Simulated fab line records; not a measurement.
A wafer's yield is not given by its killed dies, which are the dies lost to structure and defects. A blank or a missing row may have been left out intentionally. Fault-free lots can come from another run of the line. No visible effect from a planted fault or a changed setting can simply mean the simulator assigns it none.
Split-lot trial || flow n5_finfet || on a route of 1938 steps: 7 lots, 39 wafers read

== ABOUT THE SPLIT ==
At N5_BEOL_M13_SPUTTER_43 (material TaN, target thk 15 nm, time 24.19 s), the setting time_s was moved away from the recipe's 24.19 s on 9 of the 39 wafers read, by -40.4% to +49.6%. For the rest of the wafers, this setting stayed at what the recipe calls for.

== FROM THE SPLIT TO THE READING: what the file shows between them, 4 steps ==
- N5_BEOL_M13_SPUTTER_44: material Ta, target thk 10 nm, time 16.13 s
- N5_BEOL_M13_SPUTTER_45: material Cu, target thk 80 nm, time 13.33 s
- N5_BEOL_M13_ECD_47: material Cu, target thk 936 nm
- N5_BEOL_M13_ANNEAL_48: time 90 s

== THE READING ==
barrier_field_endpoint_s, in s, at N5_BEOL_M13_CMP_49 (polishes, stops on SiOC, t overpolish 17.1 s, target thk 420 nm). Typical for fault-free wafers on this fab line: 30.8 s, with standard deviation 0.83 s.

{"wafer": "L074.1", "tool, chamber at the split": "pvd_sputter-02, -", "time_s as run, s": 30.67, "against the recipe": "+26.8%", "barrier_field_endpoint_s, s": 36.2, "against lot-mates on the recipe": "+5.3"}
{"wafer": "L074.2", "tool, chamber at the split": "pvd_sputter-02, -", "time_s as run, s": 30.67, "against the recipe": "+26.8%", "barrier_field_endpoint_s, s": 35.0, "against lot-mates on the recipe": "+4.1"}
{"wafer": "L074.3", "tool, chamber at the split": "pvd_sputter-02, -", "time_s as run, s": 24.19, "against the recipe": "recipe", "barrier_field_endpoint_s, s": 31.5, "against lot-mates on the recipe": "-"}
{"wafer": "L074.4", "tool, chamber at the split": "pvd_sputter-02, -", "time_s as run, s": 24.19, "against the recipe": "recipe", "barrier_field_endpoint_s, s": 30.8, "against lot-mates on the recipe": "-"}
{"wafer": "L074.5", "tool, chamber at the split": "pvd_sputter-02, -", "time_s as run, s": 24.19, "against the recipe": "recipe", "barrier_field_endpoint_s, s": 30.5, "against lot-mates on the recipe": "-"}
{"wafer": "L074.6", "tool, chamber at the split": "pvd_sputter-02, -", "time_s as run, s": 30.67, "against the recipe": "+26.8%", "barrier_field_endpoint_s, s": 35.1, "against lot-mates on the recipe": "+4.2"}
{"wafer": "L078.2", "tool, chamber at the split": "pvd_sputter-03, -", "time_s as run, s": 24.19, "against the recipe": "recipe", "barrier_field_endpoint_s, s": 30.4, "against lot-mates on the recipe": "-"}
{"wafer": "L078.1", "tool, chamber at the split": "pvd_sputter-03, -", "time_s as run, s": 24.19, "against the recipe": "recipe", "barrier_field_endpoint_s, s": 31.5, "against lot-mates on the recipe": "-"}
{"wafer": "L078.4", "tool, chamber at the split": "pvd_sputter-03, -", "time_s as run, s": 24.19, "against the recipe": "recipe", "barrier_field_endpoint_s, s": 29.8, "against lot-mates on the recipe": "-"}
{"wafer": "L078.3", "tool, chamber at the split": "pvd_sputter-03, -", "time_s as run, s": 24.19, "against the recipe": "recipe", "barrier_field_endpoint_s, s": 30.4, "against lot-mates on the recipe": "-"}
{"wafer": "L078.6", "tool, chamber at the split": "pvd_sputter-03, -", "time_s as run, s": 24.19, "against the recipe": "recipe", "barrier_field_endpoint_s, s": 30.4, "against lot-mates on the recipe": "-"}
{"wafer": "L078.5", "tool, chamber at the split": "pvd_sputter-03, -", "time_s as run, s": 24.19, "against the recipe": "recipe", "barrier_field_endpoint_s, s": 31.8, "against lot-mates on the recipe": "-"}
{"wafer": "L083.4", "tool, chamber at the split": "pvd_sputter-01, -", "time_s as run, s": 24.19, "against the recipe": "recipe", "barrier_field_endpoint_s, s": 30.7, "against lot-mates on the recipe": "-"}
{"wafer": "L083.1", "tool, chamber at the split": "pvd_sputter-01, -", "time_s as run, s": 36.18, "against the recipe": "+49.6%", "barrier_field_endpoint_s, s": 40.3, "against lot-mates on the recipe": "+9.5"}
{"wafer": "L083.3", "tool, chamber at the split": "pvd_sputter-01, -", "time_s as run, s": 36.18, "against the recipe": "+49.6%", "barrier_field_endpoint_s, s": 39.0, "against lot-mates on the recipe": "+8.2"}
{"wafer": "L083.2", "tool, chamber at the split": "pvd_sputter-01, -", "time_s as run, s": 36.18, "against the recipe": "+49.6%", "barrier_field_endpoint_s, s": 40.9, "against lot-mates on the recipe": "+10.1"}
{"wafer": "L083.5", "tool, chamber at the split": "pvd_sputter-01, -", "time_s as run, s": 24.19, "against the recipe": "recipe", "barrier_field_endpoint_s, s": 30.9, "against lot-mates on the recipe": "-"}
{"wafer": "L083.6", "tool, chamber at the split": "pvd_sputter-01, -", "time_s as run, s": 24.19, "against the recipe": "recipe", "barrier_field_endpoint_s, s": 30.7, "against lot-mates on the recipe": "-"}
{"wafer": "L087.3", "tool, chamber at the split": "pvd_sputter-02, -", "time_s as run, s": 24.19, "against the recipe": "recipe", "barrier_field_endpoint_s, s": 28.5, "against lot-mates on the recipe": "-"}
{"wafer": "L087.2", "tool, chamber at the split": "pvd_sputter-02, -", "time_s as run, s": 24.19, "against the recipe": "recipe", "barrier_field_endpoint_s, s": 30.0, "against lot-mates on the recipe": "-"}
{"wafer": "L087.4", "tool, chamber at the split": "pvd_sputter-02, -", "time_s as run, s": 24.19, "against the recipe": "recipe", "barrier_field_endpoint_s, s": 30.3, "against lot-mates on the recipe": "-"}
{"wafer": "L087.1", "tool, chamber at the split": "pvd_sputter-02, -", "time_s as run, s": 24.19, "against the recipe": "recipe", "barrier_field_endpoint_s, s": 29.2, "against lot-mates on the recipe": "-"}
{"wafer": "L087.6", "tool, chamber at the split": "pvd_sputter-02, -", "time_s as run, s": 24.19, "against the recipe": "recipe", "barrier_field_endpoint_s, s": 29.4, "against lot-mates on the recipe": "-"}
{"wafer": "L087.5", "tool, chamber at the split": "pvd_sputter-02, -", "time_s as run, s": 24.19, "against the recipe": "recipe", "barrier_field_endpoint_s, s": 29.8, "against lot-mates on the recipe": "-"}
{"wafer": "L088.4", "tool, chamber at the split": "pvd_sputter-02, -", "time_s as run, s": 24.19, "against the recipe": "recipe", "barrier_field_endpoint_s, s": 31.8, "against lot-mates on the recipe": "-"}
{"wafer": "L088.2", "tool, chamber at the split": "pvd_sputter-02, -", "time_s as run, s": 24.19, "against the recipe": "recipe", "barrier_field_endpoint_s, s": 30.8, "against lot-mates on the recipe": "-"}
{"wafer": "L088.3", "tool, chamber at the split": "pvd_sputter-02, -", "time_s as run, s": 24.19, "against the recipe": "recipe", "barrier_field_endpoint_s, s": 30.7, "against lot-mates on the recipe": "-"}
{"wafer": "L088.1", "tool, chamber at the split": "pvd_sputter-02, -", "time_s as run, s": 24.19, "against the recipe": "recipe", "barrier_field_endpoint_s, s": 30.8, "against lot-mates on the recipe": "-"}
{"wafer": "L088.5", "tool, chamber at the split": "pvd_sputter-02, -", "time_s as run, s": 24.19, "against the recipe": "recipe", "barrier_field_endpoint_s, s": 32.0, "against lot-mates on the recipe": "-"}
{"wafer": "L088.6", "tool, chamber at the split": "pvd_sputter-02, -", "time_s as run, s": 24.19, "against the recipe": "recipe", "barrier_field_endpoint_s, s": 30.8, "against lot-mates on the recipe": "-"}
{"wafer": "L090.3", "tool, chamber at the split": "pvd_sputter-02, -", "time_s as run, s": 14.42, "against the recipe": "-40.4%", "barrier_field_endpoint_s, s": 23.9, "against lot-mates on the recipe": -8.1}
{"wafer": "L090.4", "tool, chamber at the split": "pvd_sputter-02, -", "time_s as run, s": 24.19, "against the recipe": "recipe", "barrier_field_endpoint_s, s": 31.8, "against lot-mates on the recipe": "-"}
{"wafer": "L090.1", "tool, chamber at the split": "pvd_sputter-02, -", "time_s as run, s": 24.19, "against the recipe": "recipe", "barrier_field_endpoint_s, s": 32.7, "against lot-mates on the recipe": "-"}
{"wafer": "L090.2", "tool, chamber at the split": "pvd_sputter-02, -", "time_s as run, s": 24.19, "against the recipe": "recipe", "barrier_field_endpoint_s, s": 31.5, "against lot-mates on the recipe": "-"}
{"wafer": "L090.5", "tool, chamber at the split": "pvd_sputter-02, -", "time_s as run, s": 14.42, "against the recipe": "-40.4%", "barrier_field_endpoint_s, s": 23.5, "against lot-mates on the recipe": -8.5}
{"wafer": "L090.6", "tool, chamber at the split": "pvd_sputter-02, -", "time_s as run, s": 14.42, "against the recipe": "-40.4%", "barrier_field_endpoint_s, s": 24.1, "against lot-mates on the recipe": -7.9}
{"wafer": "L094.1", "tool, chamber at the split": "pvd_sputter-02, -", "time_s as run, s": 24.19, "against the recipe": "recipe", "barrier_field_endpoint_s, s": 29.9, "against lot-mates on the recipe": "-"}
{"wafer": "L094.3", "tool, chamber at the split": "pvd_sputter-02, -", "time_s as run, s": 24.19, "against the recipe": "recipe", "barrier_field_endpoint_s, s": 30.4, "against lot-mates on the recipe": "-"}
{"wafer": "L094.6", "tool, chamber at the split": "pvd_sputter-02, -", "time_s as run, s": 24.19, "against the recipe": "recipe", "barrier_field_endpoint_s, s": 31.3, "against lot-mates on the recipe": "-"}

THE FIT
A straight line over all 39 wafers: barrier_field_endpoint_s changes by +0.18 s for each +1% of time_s; r = +0.97; the points scatter about the line by 0.87 s.
The same after taking each lot's own level away (the mean of its wafers on the recipe; 39 wafers): +0.19 s for each +1%; r = +0.99; scatter 0.6 s.
The reading moves by 9.4 s for the largest change in time_s, on that fit.
Measured against the standard deviation above, the lots' own levels, which go from 29.53 to 32.00 s, span 3.0 times it.
Consequently the slope shifts little with the lot-to-lot level, the two slopes agreeing.
Check: +9.3 s against its lot-mates is what the line predicts for one of the wafers moved furthest among these (+49.6%) when that wafer is left out of the fit. Against them it came out at +9.53 s.

== THE OTHER SPLITS THESE WAFERS WENT THROUGH ==
Note: prior to the reading, these wafers also went through further splits. Each is held against what the fit with the lots' levels taken away leaves over:
{"other split on the same wafers": "N5_BEOL_M1_HM_DEP_02 target_thk_a", "wafers away from the commonest value": 18, "r with barrier_field_endpoint_s (lot level and that fit taken away)": -0.14}
{"other split on the same wafers": "N5_BEOL_M4_DESCUM_33 time_s", "wafers away from the commonest value": 9, "r with barrier_field_endpoint_s (lot level and that fit taken away)": "+0.09"}
{"other split on the same wafers": "N5_BEOL_M7_PECVD_70 time_s", "wafers away from the commonest value": 15, "r with barrier_field_endpoint_s (lot level and that fit taken away)": "+0.12"}
{"other split on the same wafers": "N5_BEOL_M8_ILD_DEP_00 target_thk_a", "wafers away from the commonest value": 15, "r with barrier_field_endpoint_s (lot level and that fit taken away)": "+0.00"}

== THE WHOLE CHAIN: every reading that the file lists as answering this split, in the file's order ==
{"step": "N5_BEOL_M13_SPUTTER_43", "what it does": "material TaN, target thk 15 nm, time 24.19 s", "reading": "TaN_of_BEOL_M13_SPUTTER_43.thk_nm (the simulator's own value, which no gauge read)", "change (the file's fit)": "+0.15 nm for each +1% of the setting", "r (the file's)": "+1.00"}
{"step": "N5_BEOL_M13_CMP_49", "what it does": "polishes, stops on SiOC, t overpolish 17.1 s, target thk 420 nm", "reading": "barrier_field_endpoint_s", "change (the file's fit)": "+0.189 s for each +1% of the setting", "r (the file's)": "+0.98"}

== THE FILE'S OWN FIT ==
barrier_field_endpoint_s changes by +0.189 s for each +1% of time_s, r = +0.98.
